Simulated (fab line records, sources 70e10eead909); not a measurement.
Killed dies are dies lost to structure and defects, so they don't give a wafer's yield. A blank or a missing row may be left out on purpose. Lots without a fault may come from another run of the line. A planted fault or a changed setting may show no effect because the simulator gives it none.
Which tool did it? | flow nand_harc | 24 lots, 72 wafers sampled, at 6 steps of a route of 1302

WHAT THE GAUGES READ, wafer by wafer
The record holds no reading of a measuring or inspecting step that can be judged against a usual standard deviation.

WHICH TOOL RAN EACH LOT (tool, then ch and the chambers of the sampled wafers, then the start)
lot  | NHARC_A_STAIRCASE_ETCH_273                    | NHARC_A_STAIRCASE_HM_DEP_459  | NHARC_A_STAIRCASE_ETCH_313         | NHARC_A_STAIRCASE_ETCHBACK_416                | NHARC_A_STAIRCASE_ALD_420        | NHARC_A_STAIRCASE_CMP_472
L074 | rie_diel-06 ch 0,2,3, day 17 03:29 or earlier | acl_dep-03 ch 0, day 17 03:29 | rie_diel-06 ch 0,1,3, day 17 14:07 | rie_diel-08 ch 0,2, day 17 23:42 or earlier   | ald_hk-03 ch 1,2, day 17 23:42   | cmp-04 ch 0,2, day 19 17:16
L075 | rie_diel-08 ch 0,2, day 17 06:50 or earlier   | acl_dep-02 ch 0, day 17 06:50 | rie_diel-01 ch 0,3, day 17 18:56   | rie_diel-08 ch 1,2, day 18 02:14 or earlier   | ald_hk-03 ch 0,1, day 18 02:14   | cmp-04 ch 1,2, day 19 14:40
L076 | rie_diel-08 ch 0,1,2, day 17 12:05 or earlier | acl_dep-03 ch 0, day 17 12:05 | rie_diel-01 ch 1,2, day 17 20:03   | rie_diel-06 ch 1,3, day 18 02:14 or earlier   | ald_hk-04 ch 2,3, day 18 02:14   | cmp-04 ch 1,2, day 19 20:02
L077 | rie_diel-06 ch 0,1,3, day 17 20:21 or earlier | acl_dep-02 ch 0, day 17 20:21 | rie_diel-01 ch 1,2,3, day 18 03:36 | rie_diel-06 ch 1,2, day 18 10:48 or earlier   | ald_hk-04 ch 0,1,2, day 18 10:48 | cmp-04 ch 1,2,3, day 20 03:35
L078 | rie_diel-08 ch 1,2,3, day 18 05:32 or earlier | acl_dep-02 ch 0, day 18 05:32 | rie_diel-08 ch 2,3, day 18 13:22   | rie_diel-01 ch 1,3, day 18 22:25 or earlier   | ald_hk-03 ch 0,2,3, day 18 22:25 | cmp-02 ch 0,2,3, day 20 12:46
L079 | rie_diel-06 ch 2,3, day 18 06:48 or earlier   | acl_dep-01 ch 0, day 18 06:48 | rie_diel-01 ch 0,1,2, day 18 16:07 | rie_diel-01 ch 0,1,2, day 18 22:16 or earlier | ald_hk-04 ch 0,3, day 18 22:16   | cmp-03 ch 0,3, day 20 12:56
L080 | rie_diel-06 ch 0,2,3, day 18 14:38 or earlier | acl_dep-02 ch 0, day 18 14:38 | rie_diel-06 ch 0,2,3, day 19 02:17 | rie_diel-08 ch 0,2,3, day 19 09:04 or earlier | ald_hk-03 ch 1,2,3, day 19 09:04 | cmp-02 ch 0,1,3, day 21 02:51
L081 | rie_diel-01 ch 0,2,3, day 19 09:48 or earlier | acl_dep-03 ch 0, day 19 09:48 | rie_diel-01 ch 0,2, day 19 17:27   | rie_diel-01 ch 0,1,3, day 20 00:32 or earlier | ald_hk-01 ch 1,3, day 20 00:32   | cmp-04 ch 2,3, day 21 20:28
L082 | rie_diel-01 ch 0,1,3, day 20 05:10 or earlier | acl_dep-03 ch 0, day 20 05:10 | rie_diel-08 ch 0,2,3, day 20 14:45 | rie_diel-06 ch 0,1,2, day 20 22:11 or earlier | ald_hk-03 ch 1,2,3, day 20 22:11 | cmp-02 ch 1,2, day 22 21:32
L083 | rie_diel-08 ch 0,2, day 20 22:43 or earlier   | acl_dep-01 ch 0, day 20 22:43 | rie_diel-01 ch 1,2,3, day 21 10:01 | rie_diel-06 ch 0,2, day 21 17:13 or earlier   | ald_hk-04 ch 1,2,3, day 21 17:13 | cmp-04 ch 1,2,3, day 23 09:12
L085 | rie_diel-01 ch 0,1,2, day 21 05:53 or earlier | acl_dep-02 ch 0, day 21 05:53 | rie_diel-06 ch 1,2,3, day 21 16:31 | rie_diel-06 ch 0,2,3, day 21 23:22 or earlier | ald_hk-01 ch 0,1,3, day 21 23:22 | cmp-04 ch 1,2,3, day 23 14:54
L084 | rie_diel-08 ch 0,1,2, day 21 11:01 or earlier | acl_dep-01 ch 0, day 21 11:01 | rie_diel-06 ch 1,2,3, day 21 18:21 | rie_diel-06 ch 0,1, day 22 01:28 or earlier   | ald_hk-01 ch 0,1,3, day 22 01:28 | cmp-02 ch 0,2, day 23 13:40
L086 | rie_diel-01 ch 0,2,3, day 21 12:16 or earlier | acl_dep-01 ch 0, day 21 12:16 | rie_diel-06 ch 0,1,2, day 21 23:52 | rie_diel-08 ch 1,2, day 22 05:11              | ald_hk-03 ch 0,2,3, day 22 08:07 | cmp-04 ch 0,2,3, day 24 01:12
L088 | rie_diel-08 ch 1,3, day 22 14:04 or earlier   | acl_dep-01 ch 0, day 22 14:04 | rie_diel-06 ch 0,2,3, day 23 00:49 | rie_diel-01 ch 1,3, day 23 07:40 or earlier   | ald_hk-03 ch 2,3, day 23 07:40   | cmp-03 ch 2,3, day 24 23:38
L087 | rie_diel-06 ch 0,3, day 22 20:24 or earlier   | acl_dep-01 ch 0, day 22 20:24 | rie_diel-01 ch 0,1, day 23 04:16   | rie_diel-08 ch 1,3, day 23 11:18 or earlier   | ald_hk-03 ch 1,2,3, day 23 11:18 | cmp-02 ch 0,2, day 25 05:49
L089 | rie_diel-01 ch 1,2,3, day 23 05:44 or earlier | acl_dep-03 ch 0, day 23 05:44 | rie_diel-06 ch 1,3, day 23 14:53   | rie_diel-06 ch 0,1, day 23 21:52 or earlier   | ald_hk-04 ch 0,3, day 23 21:52   | cmp-03 ch 0,1, day 25 17:40
L091 | rie_diel-01 ch 0,1,3, day 23 17:59 or earlier | acl_dep-01 ch 0, day 23 17:59 | rie_diel-01 ch 0,2, day 24 01:53   | rie_diel-08 ch 0,1,2, day 24 08:38 or earlier | ald_hk-04 ch 0,3, day 24 08:38   | cmp-03 ch 0,3, day 26 07:42
L090 | rie_diel-08 ch 0,1,3, day 23 21:32 or earlier | acl_dep-03 ch 0, day 23 21:32 | rie_diel-06 ch 0,1, day 24 05:11   | rie_diel-06 ch 2,3, day 24 11:56 or earlier   | ald_hk-04 ch 0,1, day 24 11:56   | cmp-04 ch 0,1,3, day 26 08:02
L092 | rie_diel-06 ch 0,1,2, day 24 05:08 or earlier | acl_dep-03 ch 0, day 24 05:08 | rie_diel-01 ch 0,1,3, day 24 15:39 | rie_diel-06 ch 1,2,3, day 25 00:26 or earlier | ald_hk-01 ch 0,1,3, day 25 00:26 | cmp-04 ch 0,1,3, day 26 19:08
L093 | rie_diel-06 ch 1,3, day 24 11:28 or earlier   | acl_dep-03 ch 0, day 24 11:28 | rie_diel-01 ch 0,1,2, day 24 20:34 | rie_diel-01 ch 2,3, day 25 04:12 or earlier   | ald_hk-03 ch 0,2,3, day 25 04:12 | cmp-02 ch 0,1,2, day 26 19:07
L094 | rie_diel-08 ch 0,3, day 24 23:13 or earlier   | acl_dep-02 ch 0, day 24 23:13 | rie_diel-08 ch 1,2,3, day 25 06:57 | rie_diel-08 ch 1,2,3, day 25 14:00 or earlier | ald_hk-03 ch 0,1,2, day 25 14:00 | cmp-02 ch 0,3, day 27 11:59
L096 | rie_diel-06 ch 0,2,3, day 25 09:56 or earlier | acl_dep-01 ch 0, day 25 09:56 | rie_diel-01 ch 0,1,3, day 25 18:46 | rie_diel-01 ch 1,2,3, day 26 04:14 or earlier | ald_hk-01 ch 0,2,3, day 26 04:14 | cmp-04 ch 0,1,3, day 27 22:20
L095 | rie_diel-01 ch 1,2, day 25 10:59 or earlier   | acl_dep-02 ch 0, day 25 10:59 | rie_diel-01 ch 1,2,3, day 25 22:20 | rie_diel-01 ch 0,1,3, day 26 03:39            | ald_hk-04 ch 2,3, day 26 06:33   | cmp-02 ch 1,2,3, day 27 21:29
L097 | rie_diel-01 ch 0,1,3, day 26 10:17 or earlier | acl_dep-03 ch 0, day 26 10:17 | rie_diel-08 ch 0,3, day 26 20:12   | rie_diel-06 ch 0,2,3, day 27 03:26 or earlier | ald_hk-04 ch 0,1,3, day 27 03:26 | cmp-04 ch 0,3, day 28 21:32
- NHARC_A_STAIRCASE_ETCH_273: etches the open film in C4F8/O2/Ar, target depth 10200 nm, time 2468.6 s.
- NHARC_A_STAIRCASE_HM_DEP_459: deposits aC, target thk 1500 nm.
- NHARC_A_STAIRCASE_ETCH_313: etches the open film in CF4/CHF3.
- NHARC_A_STAIRCASE_ETCHBACK_416: etches the open film in C4F8/O2/Ar, target depth 36 nm, time 7.2 s.
- NHARC_A_STAIRCASE_ALD_420: deposits SiO2, target thk 20 nm, pulse time 6 s, ald cycles 200.
- NHARC_A_STAIRCASE_CMP_472: polishes SiO2.

WHAT THE TOOLS THEMSELVES READ (means of the sampled wafers that have a number; where no wafer has one, the mark that the record gives instead)
NHARC_A_STAIRCASE_ETCH_273. Usual: oes_product_au 0.937 a.u., standard deviation 0.012; rf_vpp_V 1824 V, standard deviation 13.
lot  | tool        | oes_product_au (a.u.) | rf_vpp_V (V) | flag
L074 | rie_diel-06 | 0.944                 | 1810         |
L075 | rie_diel-08 | 0.949                 | 1817         |
L076 | rie_diel-08 | 0.936                 | 1821         |
L077 | rie_diel-06 | 0.925                 | 1822         |
L078 | rie_diel-08 | 0.940                 | 1829         |
L079 | rie_diel-06 | 0.953                 | 1809         |
L080 | rie_diel-06 | 0.949                 | 1809         |
L081 | rie_diel-01 | 0.922                 | 1824         |
L082 | rie_diel-01 | 0.945                 | 1818         |
L083 | rie_diel-08 | 0.927                 | 1815         |
L085 | rie_diel-01 | 0.941                 | 1824         |
L084 | rie_diel-08 | 0.923                 | 1819         |
L086 | rie_diel-01 | 0.937                 | 1823         |
L088 | rie_diel-08 | 0.937                 | 1837         |
L087 | rie_diel-06 | 0.927                 | 1834         |
L089 | rie_diel-01 | 0.931                 | 1820         |
L091 | rie_diel-01 | 0.942                 | 1817         |
L090 | rie_diel-08 | 0.944                 | 1828         |
L092 | rie_diel-06 | 0.939                 | 1844         |
L093 | rie_diel-06 | 0.934                 | 1830         |
L094 | rie_diel-08 | 0.924                 | 1832         |
L096 | rie_diel-06 | 0.945                 | 1834         |
L095 | rie_diel-01 | 0.931                 | 1819         |
L097 | rie_diel-01 | 0.936                 | 1816         |

NHARC_A_STAIRCASE_HM_DEP_459. Usual: throttle_valve_pct 35.000 %, standard deviation 0.0096.
lot  | tool       | throttle_valve_pct (%) | flag
L074 | acl_dep-03 | 34.999                 |
L075 | acl_dep-02 | 34.996                 |
L076 | acl_dep-03 | 35.006                 |
L077 | acl_dep-02 | 35.008                 |
L078 | acl_dep-02 | 35.006                 |
L079 | acl_dep-01 | 35.001                 |
L080 | acl_dep-02 | 35.005                 |
L081 | acl_dep-03 | 34.996                 |
L082 | acl_dep-03 | 34.993                 |
L083 | acl_dep-01 | 34.999                 |
L085 | acl_dep-02 | 34.998                 |
L084 | acl_dep-01 | 35.011                 |
L086 | acl_dep-01 | 35.004                 |
L088 | acl_dep-01 | 34.993                 |
L087 | acl_dep-01 | 35.003                 |
L089 | acl_dep-03 | 34.997                 |
L091 | acl_dep-01 | 34.999                 |
L090 | acl_dep-03 | 34.995                 |
L092 | acl_dep-03 | 34.998                 |
L093 | acl_dep-03 | 34.997                 |
L094 | acl_dep-02 | 35.001                 |
L096 | acl_dep-01 | 35.002                 |
L095 | acl_dep-02 | 35.001                 |
L097 | acl_dep-03 | 34.989                 |

NHARC_A_STAIRCASE_ETCH_313. Usual: drypump_motor_current_A 5.5 A, standard deviation 0.52; oes_product_au 0.935 a.u., standard deviation 0.022; rf_vpp_V 370.6 V, standard deviation 2.8; showerhead_plenum_p_Torr 1.57 Torr, standard deviation 0.081; throttle_valve_pct 16.803 %, standard deviation 0.008.
lot  | tool        | drypump_motor_current_A (A) | oes_product_au (a.u.) | rf_vpp_V (V) | showerhead_plenum_p_Torr (Torr) | throttle_valve_pct (%) | flag
L074 | rie_diel-06 | 5.2                         | 0.923                 | 369.9        | 1.54                            | 16.801                 |
L075 | rie_diel-01 | 5.5                         | 0.920                 | 369.0        | 1.53                            | 16.805                 |
L076 | rie_diel-01 | 6.1                         | 0.965                 | 370.9        | 1.58                            | 16.802                 |
L077 | rie_diel-01 | 5.9                         | 0.951                 | 370.8        | 1.54                            | 16.809                 |
L078 | rie_diel-08 | 5.0                         | 0.926                 | 371.9        | 1.62                            | 16.810                 |
L079 | rie_diel-01 | 6.1                         | 0.919                 | 369.5        | 1.56                            | 16.810                 |
L080 | rie_diel-06 | 5.1                         | 0.930                 | 367.9        | 1.47                            | 16.802                 |
L081 | rie_diel-01 | 6.0                         | 0.930                 | 371.8        | 1.58                            | 16.799                 |
L082 | rie_diel-08 | 5.0                         | 0.925                 | 370.5        | 1.56                            | 16.798                 |
L083 | rie_diel-01 | 5.9                         | 0.921                 | 369.9        | 1.54                            | 16.803                 |
L085 | rie_diel-06 | 5.0                         | 0.973                 | 372.4        | 1.61                            | 16.805                 |
L084 | rie_diel-06 | 5.0                         | 0.954                 | 372.1        | 1.61                            | 16.812                 |
L086 | rie_diel-06 | 5.2                         | 0.924                 | 374.1        | 1.69                            | 16.800                 |
L088 | rie_diel-06 | 5.1                         | 0.929                 | 372.1        | 1.62                            | 16.812                 |
L087 | rie_diel-01 | 6.1                         | 0.930                 | 367.9        | 1.52                            | 16.802                 |
L089 | rie_diel-06 | 5.0                         | 0.943                 | 369.2        | 1.54                            | 16.804                 |
L091 | rie_diel-01 | 6.0                         | 0.917                 | 371.5        | 1.58                            | 16.805                 |
L090 | rie_diel-06 | 5.5                         | 0.928                 | 375.2        | 1.68                            | 16.801                 |
L092 | rie_diel-01 | 5.9                         | 0.973                 | 368.9        | 1.51                            | 16.800                 |
L093 | rie_diel-01 | 6.1                         | 0.968                 | 370.0        | 1.55                            | 16.803                 |
L094 | rie_diel-08 | 4.9                         | 0.922                 | 370.6        | 1.57                            | 16.807                 |
L096 | rie_diel-01 | 5.9                         | 0.930                 | 367.8        | 1.51                            | 16.798                 |
L095 | rie_diel-01 | 5.9                         | 0.928                 | 368.6        | 1.53                            | 16.799                 |
L097 | rie_diel-08 | 5.1                         | 0.924                 | 369.5        | 1.56                            | 16.799                 |

NHARC_A_STAIRCASE_ETCHBACK_416. Usual: oes_product_au 0.939 a.u., standard deviation 0.03; rf_vpp_V 723 V, standard deviation 5.6.
lot  | tool        | oes_product_au (a.u.) | rf_vpp_V (V) | flag
L074 | rie_diel-08 | 0.969                 | 719          |
L075 | rie_diel-08 | 0.914                 | 722          |
L076 | rie_diel-06 | 0.926                 | 726          |
L077 | rie_diel-06 | 0.920                 | 726          |
L078 | rie_diel-01 | 1.004                 | 720          |
L079 | rie_diel-01 | 0.920                 | 722          |
L080 | rie_diel-08 | 0.918                 | 722          |
L081 | rie_diel-01 | 0.935                 | 719          |
L082 | rie_diel-06 | 0.927                 | 720          |
L083 | rie_diel-06 | 1.003                 | 732          |
L085 | rie_diel-06 | 0.937                 | 726          |
L084 | rie_diel-06 | 0.927                 | 730          |
L086 | rie_diel-08 | 0.946                 | 720          |
L088 | rie_diel-01 | 0.924                 | 718          |
L087 | rie_diel-08 | 0.913                 | 727          |
L089 | rie_diel-06 | 0.919                 | 730          |
L091 | rie_diel-08 | 1.012                 | 719          |
L090 | rie_diel-06 | 0.937                 | 725          |
L092 | rie_diel-06 | 0.927                 | 726          |
L093 | rie_diel-01 | 0.929                 | 723          |
L094 | rie_diel-08 | 0.927                 | 723          |
L096 | rie_diel-01 | 0.926                 | 720          |
L095 | rie_diel-01 | 0.931                 | 718          |
L097 | rie_diel-06 | 0.929                 | 725          |

NHARC_A_STAIRCASE_ALD_420. Usual: heater_power_w 473 W, standard deviation 29; precursor_pulse_height_rel 1.000, standard deviation 0.02.
lot  | tool      | heater_power_w (W) | precursor_pulse_height_rel | flag
L074 | ald_hk-03 | 463                | 1.006                      |
L075 | ald_hk-03 | 447                | 1.009                      |
L076 | ald_hk-04 | 498                | 0.979                      |
L077 | ald_hk-04 | 489                | 1.015                      |
L078 | ald_hk-03 | 481                | 1.004                      |
L079 | ald_hk-04 | 441                | 1.010                      |
L080 | ald_hk-03 | 474                | 0.996                      |
L081 | ald_hk-01 | 487                | 1.007                      |
L082 | ald_hk-03 | 476                | 0.989                      |
L083 | ald_hk-04 | 496                | 0.984                      |
L085 | ald_hk-01 | 471                | 1.000                      |
L084 | ald_hk-01 | 469                | 0.990                      |
L086 | ald_hk-03 | 485                | 1.000                      |
L088 | ald_hk-03 | 487                | 1.019                      |
L087 | ald_hk-03 | 469                | 1.008                      |
L089 | ald_hk-04 | 455                | 1.034                      |
L091 | ald_hk-04 | 453                | 0.989                      |
L090 | ald_hk-04 | 479                | 1.008                      |
L092 | ald_hk-01 | 485                | 1.010                      |
L093 | ald_hk-03 | 473                | 1.013                      |
L094 | ald_hk-03 | 452                | 0.985                      |
L096 | ald_hk-01 | 471                | 0.985                      |
L095 | ald_hk-04 | 506                | 0.992                      |
L097 | ald_hk-04 | 436                | 0.998                      |

NHARC_A_STAIRCASE_CMP_472. Usual: motor_current_A 12.7 A, standard deviation 1.7.
lot  | tool   | motor_current_A (A) | flag
L074 | cmp-04 | 11.8                |
L075 | cmp-04 | 13.0                |
L076 | cmp-04 | 12.2                |
L077 | cmp-04 | 12.5                |
L078 | cmp-02 | 13.6                |
L079 | cmp-03 | 11.7                |
L080 | cmp-02 | 13.5                |
L081 | cmp-04 | 11.5                |
L082 | cmp-02 | 14.9                |
L083 | cmp-04 | 12.4                |
L085 | cmp-04 | 12.3                |
L084 | cmp-02 | 15.7                |
L086 | cmp-04 | 11.8                |
L088 | cmp-03 | 11.7                |
L087 | cmp-02 | 15.4                |
L089 | cmp-03 | 12.2                |
L091 | cmp-03 | 11.7                |
L090 | cmp-04 | 12.3                |
L092 | cmp-04 | 12.5                |
L093 | cmp-02 | 15.0                |
L094 | cmp-02 | 13.8                |
L096 | cmp-04 | 12.6                |
L095 | cmp-02 | 13.1                |
L097 | cmp-04 | 11.8                |

THE ANSWER, worked out from the rows above alone
Rule: a lot is off if the mean of its wafers that have a number lies more than 3 standard deviations from the usual mean. A lot without any number at a reading at which 4 lots or more have one is off too. The other lots that the step has rows for count as sound. The gauges are gone through in route order, then the tools' own readings, and for those a lot's mean is taken as printed above. The first step at which some lot is off is used, and at that step the reading that is off furthest; a lot without a number counts as furthest.
No lot is off at any reading shown: from this, nothing can be told.

WHAT THE SIMULATOR HAD PUT IN
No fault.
